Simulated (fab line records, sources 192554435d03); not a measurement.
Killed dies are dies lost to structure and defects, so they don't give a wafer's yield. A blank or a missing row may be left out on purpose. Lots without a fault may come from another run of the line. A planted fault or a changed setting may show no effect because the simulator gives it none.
Which tool did it? | flow n5_finfet | 10 lots, 30 wafers sampled, at 5 steps of a route of 1938

WHAT THE GAUGES READ, wafer by wafer
The record holds no reading of a measuring or inspecting step that can be judged against a usual standard deviation.

WHICH TOOL RAN EACH LOT (tool, then ch and the chambers of the sampled wafers, then the start)
lot  | N5_MOL_CONTACT_COAG_SPUTTER_143 | N5_PASSIVATION_STRIP_34            | N5_PASSIVATION_PASS_ETCH_47        | N5_PASSIVATION_ETCH_54             | N5_PASSIVATION_PROBE_49
L520 | pvd_sputter-01, day 4 19:14     | rie_diel-06 ch 0,2,3, day 12 04:08 | rie_diel-05 ch 0,1,2, day 12 05:19 | rie_diel-05 ch 0,1,2, day 12 05:32 | prober-02, day 12 08:19
L521 | pvd_sputter-02, day 5 04:05     | rie_diel-05 ch 0,1,2, day 12 14:58 | rie_diel-06 ch 0,1,2, day 12 16:10 | rie_diel-06 ch 0,1,2, day 12 16:24 | prober-02, day 12 19:11
L525 | pvd_sputter-03, day 6 05:42     | rie_diel-06 ch 0,2,3, day 13 23:44 | rie_diel-04 ch 0,3, day 14 01:07   | rie_diel-04 ch 0,3, day 14 01:21   | prober-01, day 14 04:10
L527 | pvd_sputter-01, day 6 13:08     | rie_diel-06 ch 0,2,3, day 14 06:14 | rie_diel-06 ch 2,3, day 14 07:57   | rie_diel-06 ch 2,3, day 14 08:11   | prober-02, day 14 11:47
L528 | pvd_sputter-02, day 6 19:14     | rie_diel-04 ch 1,3, day 14 05:10   | rie_diel-04 ch 0,1,3, day 14 06:27 | rie_diel-04 ch 0,1,3, day 14 06:41 | prober-01, day 14 09:54
L529 | pvd_sputter-01, day 7 03:20     | rie_diel-06 ch 1,2,3, day 14 09:43 | rie_diel-04 ch 1,3, day 14 10:53   | rie_diel-04 ch 1,3, day 14 11:07   | prober-02, day 14 13:58
L537 | pvd_sputter-02, day 9 03:56     | rie_diel-04 ch 0,1, day 16 02:58   | rie_diel-04 ch 1,3, day 16 04:19   | rie_diel-04 ch 1,3, day 16 04:32   | prober-01, day 16 07:22
L539 | pvd_sputter-02, day 9 12:04     | rie_diel-06 ch 0,3, day 16 10:50   | rie_diel-05 ch 1,2,3, day 16 12:27 | rie_diel-05 ch 1,2,3, day 16 12:41 | prober-01, day 16 16:26
L540 | pvd_sputter-01, day 9 19:20     | rie_diel-04 ch 0,1,3, day 17 00:49 | rie_diel-04 ch 1,2, day 17 02:45   | rie_diel-04 ch 1,2, day 17 02:59   | prober-01, day 17 05:46
L543 | pvd_sputter-03, day 10 12:13    | rie_diel-05 ch 0,2,3, day 18 01:53 | rie_diel-06 ch 0,3, day 18 03:07   | rie_diel-06 ch 0,3, day 18 03:21   | prober-01, day 18 06:14
- N5_MOL_CONTACT_COAG_SPUTTER_143: material Co, target thk 2.5 nm.
- N5_PASSIVATION_STRIP_34: strips in O2.
- N5_PASSIVATION_PASS_ETCH_47: etches SiNx in CF4/O2, target depth 770 nm, time 385 s.
- N5_PASSIVATION_ETCH_54: etches SiO2 in CHF3/O2, target depth 880 nm, time 440 s.
- N5_PASSIVATION_PROBE_49

WHAT THE TOOLS THEMSELVES READ (means of the sampled wafers that have a number; where no wafer has one, the mark that the record gives instead)
N5_MOL_CONTACT_COAG_SPUTTER_143. Usual: throttle_valve_pct 30.5 %, standard deviation 1.2.
lot  | tool           | throttle_valve_pct (%) | flag
L520 | pvd_sputter-01 | 31.1                   |
L521 | pvd_sputter-02 | 30.6                   |
L525 | pvd_sputter-03 | 30.1                   |
L527 | pvd_sputter-01 | 31.4                   |
L528 | pvd_sputter-02 | 30.2                   |
L529 | pvd_sputter-01 | 30.5                   |
L537 | pvd_sputter-02 | 30.3                   |
L539 | pvd_sputter-02 | 30.4                   |
L540 | pvd_sputter-01 | 31.4                   |
L543 | pvd_sputter-03 | 30.2                   |

N5_PASSIVATION_STRIP_34. Usual: drypump_motor_current_A 5.7 A, standard deviation 0.51; oes_product_au 0.80 a.u., standard deviation 0.092; rf_vpp_V 3.5 V, standard deviation 1.3; showerhead_plenum_p_Torr 2.07 Torr, standard deviation 0.076; temp_c 60.00 C, standard deviation 0.12; throttle_valve_pct 16.74 %, standard deviation 0.22.
lot  | tool        | drypump_motor_current_A (A) | oes_product_au (a.u.) | rf_vpp_V (V) | showerhead_plenum_p_Torr (Torr) | temp_c (C) | throttle_valve_pct (%) | flag
L520 | rie_diel-06 | 5.7                         | 0.90                  | 2.8          | 2.08                            | 59.98      | 16.51                  |
L521 | rie_diel-05 | 6.1                         | 0.72                  | 3.3          | 2.05                            | 59.98      | 16.94                  |
L525 | rie_diel-06 | 5.7                         | 0.86                  | 2.7          | 2.08                            | 59.99      | 16.50                  |
L527 | rie_diel-06 | 5.7                         | 0.86                  | 2.8          | 2.08                            | 59.97      | 16.52                  |
L528 | rie_diel-04 | 5.5                         | 0.77                  | 2.6          | 2.07                            | 60.00      | 16.93                  |
L529 | rie_diel-06 | 5.4                         | 0.79                  | 3.3          | 2.03                            | 60.12      | 16.71                  |
L537 | rie_diel-04 | 5.9                         | 0.74                  | 4.1          | 2.15                            | 60.01      | 16.90                  |
L539 | rie_diel-06 | 6.0                         | 0.86                  | 3.9          | 2.04                            | 59.99      | 16.50                  |
L540 | rie_diel-04 | 5.6                         | 0.73                  | 1.4          | 2.08                            | 60.04      | 16.95                  |
L543 | rie_diel-05 | 5.8                         | 0.87                  | 2.2          | 2.07                            | 60.02      | 16.68                  |

N5_PASSIVATION_PASS_ETCH_47. Usual: drypump_motor_current_A 5.7 A, standard deviation 0.52; oes_ar_750_au 0.79 a.u., standard deviation 0.09; oes_product_au 0.79 a.u., standard deviation 0.093; rf_vpp_V 241 V, standard deviation 5.4; showerhead_plenum_p_Torr 2.18 Torr, standard deviation 0.074; throttle_valve_pct 15.95 %, standard deviation 0.22.
lot  | tool        | drypump_motor_current_A (A) | oes_ar_750_au (a.u.) | oes_product_au (a.u.) | rf_vpp_V (V) | showerhead_plenum_p_Torr (Torr) | throttle_valve_pct (%) | flag
L520 | rie_diel-05 | 6.1                         | 0.73                 | 0.73                  | 242          | 2.15                            | 16.10                  |
L521 | rie_diel-06 | 5.9                         | 0.82                 | 0.83                  | 240          | 2.14                            | 15.79                  |
L525 | rie_diel-04 | 5.6                         | 0.71                 | 0.72                  | 239          | 2.22                            | 16.13                  |
L527 | rie_diel-06 | 5.4                         | 0.83                 | 0.83                  | 241          | 2.20                            | 15.69                  |
L528 | rie_diel-04 | 5.6                         | 0.75                 | 0.74                  | 236          | 2.20                            | 16.14                  |
L529 | rie_diel-04 | 5.5                         | 0.78                 | 0.77                  | 234          | 2.19                            | 16.17                  |
L537 | rie_diel-04 | 5.5                         | 0.77                 | 0.76                  | 234          | 2.18                            | 16.18                  |
L539 | rie_diel-05 | 6.0                         | 0.80                 | 0.79                  | 243          | 2.22                            | 15.94                  |
L540 | rie_diel-04 | 5.1                         | 0.88                 | 0.88                  | 242          | 2.24                            | 15.78                  |
L543 | rie_diel-06 | 6.0                         | 0.83                 | 0.83                  | 240          | 2.14                            | 15.69                  |

N5_PASSIVATION_ETCH_54. Usual: drypump_motor_current_A 5.7 A, standard deviation 0.52; oes_ar_750_au 0.79 a.u., standard deviation 0.089; oes_product_au 0.78 a.u., standard deviation 0.093; rf_vpp_V 525 V, standard deviation 11; showerhead_plenum_p_Torr 2.39 Torr, standard deviation 0.081; throttle_valve_pct 18.88 %, standard deviation 0.21.
lot  | tool        | drypump_motor_current_A (A) | oes_ar_750_au (a.u.) | oes_product_au (a.u.) | rf_vpp_V (V) | showerhead_plenum_p_Torr (Torr) | throttle_valve_pct (%) | flag
L520 | rie_diel-05 | 6.1                         | 0.73                 | 0.73                  | 527          | 2.34                            | 18.99                  |
L521 | rie_diel-06 | 5.9                         | 0.83                 | 0.83                  | 520          | 2.33                            | 18.73                  |
L525 | rie_diel-04 | 5.6                         | 0.71                 | 0.71                  | 521          | 2.43                            | 19.06                  |
L527 | rie_diel-06 | 5.4                         | 0.83                 | 0.84                  | 526          | 2.40                            | 18.58                  |
L528 | rie_diel-04 | 5.6                         | 0.75                 | 0.74                  | 516          | 2.41                            | 19.10                  |
L529 | rie_diel-04 | 5.5                         | 0.78                 | 0.76                  | 510          | 2.39                            | 19.13                  |
L537 | rie_diel-04 | 5.5                         | 0.76                 | 0.76                  | 511          | 2.39                            | 19.16                  |
L539 | rie_diel-05 | 6.0                         | 0.79                 | 0.79                  | 530          | 2.43                            | 18.86                  |
L540 | rie_diel-04 | 5.2                         | 0.88                 | 0.88                  | 524          | 2.46                            | 18.78                  |
L543 | rie_diel-06 | 6.0                         | 0.82                 | 0.83                  | 522          | 2.34                            | 18.70                  |

N5_PASSIVATION_PROBE_49. Usual: defect_limited_yield 91.6 %, standard deviation 1.2; killed_at_M0_to_M3 33, standard deviation 9.4; killed_at_M4_up 13, standard deviation 5.2; killed_at_contacts 13, standard deviation 5.6; killed_at_front_end 37, standard deviation 9.5; killed_at_other 4, standard deviation 3.1; killed_dies 99, standard deviation 15; killed_on_rim 13, standard deviation 3.6; killed_open 65, standard deviation 11; killed_short 32, standard deviation 7.5; sort_bin_5_function 4.9 %, standard deviation 0.77; sort_bin_6_memory 3.1 %, standard deviation 0.65; sort_bin_8_speed 0.01 %, standard deviation 0.056; sort_n_pass 1081, standard deviation 15; sort_yield_pct 91.6 %, standard deviation 1.2.
lot  | tool      | defect_limited_yield (%) | killed_at_M0_to_M3 | killed_at_M4_up | killed_at_contacts | killed_at_front_end | killed_at_other | killed_dies | killed_on_rim | killed_open | killed_short | sort_bin_5_function (%) | sort_bin_6_memory (%) | sort_bin_8_speed (%) | sort_n_pass | sort_yield_pct (%) | flag
L520 | prober-02 | 91.9                     | 43                 | 13              | 15                 | 23                  | 3               | 96          | 12            | 71          | 25           | 4.8                     | 3.1                   | 0.00                 | 1084        | 91.9               |
L521 | prober-02 | 90.8                     | 42                 | 13              | 12                 | 37                  | 4               | 108         | 13            | 72          | 35           | 5.3                     | 3.6                   | 0.14                 | 1070        | 90.7               |
L525 | prober-01 | 92.8                     | 21                 | 10              | 20                 | 34                  | 1               | 85          | 12            | 61          | 24           | 4.5                     | 2.4                   | 0.00                 | 1095        | 92.8               |
L527 | prober-02 | 91.4                     | 27                 | 13              | 13                 | 41                  | 7               | 101         | 13            | 62          | 39           | 5.2                     | 3.0                   | 0.00                 | 1079        | 91.4               |
L528 | prober-01 | 91.9                     | 31                 | 18              | 5                  | 41                  | 1               | 96          | 12            | 66          | 29           | 4.9                     | 3.0                   | 0.00                 | 1084        | 91.9               |
L529 | prober-02 | 92.3                     | 33                 | 10              | 6                  | 37                  | 5               | 92          | 9             | 61          | 29           | 4.5                     | 3.0                   | 0.00                 | 1088        | 92.3               |
L537 | prober-01 | 88.2                     | 40                 | 11              | 34                 | 54                  | 1               | 139         | 21            | 77          | 40           | 7.3                     | 3.9                   | 0.00                 | 1041        | 88.2               | OFF
L539 | prober-01 | 88.7                     | 36                 | 14              | 34                 | 47                  | 3               | 133         | 17            | 72          | 41           | 6.8                     | 3.9                   | 0.00                 | 1047        | 88.7               | OFF
L540 | prober-01 | 93.1                     | 31                 | 13              | 12                 | 24                  | 1               | 82          | 11            | 50          | 28           | 3.7                     | 2.7                   | 0.00                 | 1098        | 93.1               |
L543 | prober-01 | 91.1                     | 27                 | 18              | 10                 | 41                  | 9               | 106         | 14            | 63          | 40           | 5.1                     | 3.4                   | 0.00                 | 1074        | 91.1               |

THE ANSWER, worked out from the rows above alone
Rule: a lot is off if the mean of its wafers that have a number lies more than 3 standard deviations from the usual mean. A lot without any number at a reading at which 4 lots or more have one is off too. The other lots that the step has rows for count as sound. The gauges are gone through in route order, then the tools' own readings, and for those a lot's mean is taken as printed above. The first step at which some lot is off is used, and at that step the reading that is off furthest; a lot without a number counts as furthest.
Off: L537, L539, at N5_PASSIVATION_PROBE_49 (killed_at_contacts).
A tool fits if, at that step or a process step before it, it ran every lot that is off, and no sound lot after the first of them. One fits: pvd_sputter-02 at N5_MOL_CONTACT_COAG_SPUTTER_143. Its last sound lot is L528 (day 6 19:14), its first lot that is off L537 (day 9 03:56): a fault that began between those two fits.

WHAT THE SIMULATOR HAD PUT IN
Chamber particle source: pvd_sputter-02, from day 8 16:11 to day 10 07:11, at N5_MOL_CONTACT_COAG_SPUTTER_143. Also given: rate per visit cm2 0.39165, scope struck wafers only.
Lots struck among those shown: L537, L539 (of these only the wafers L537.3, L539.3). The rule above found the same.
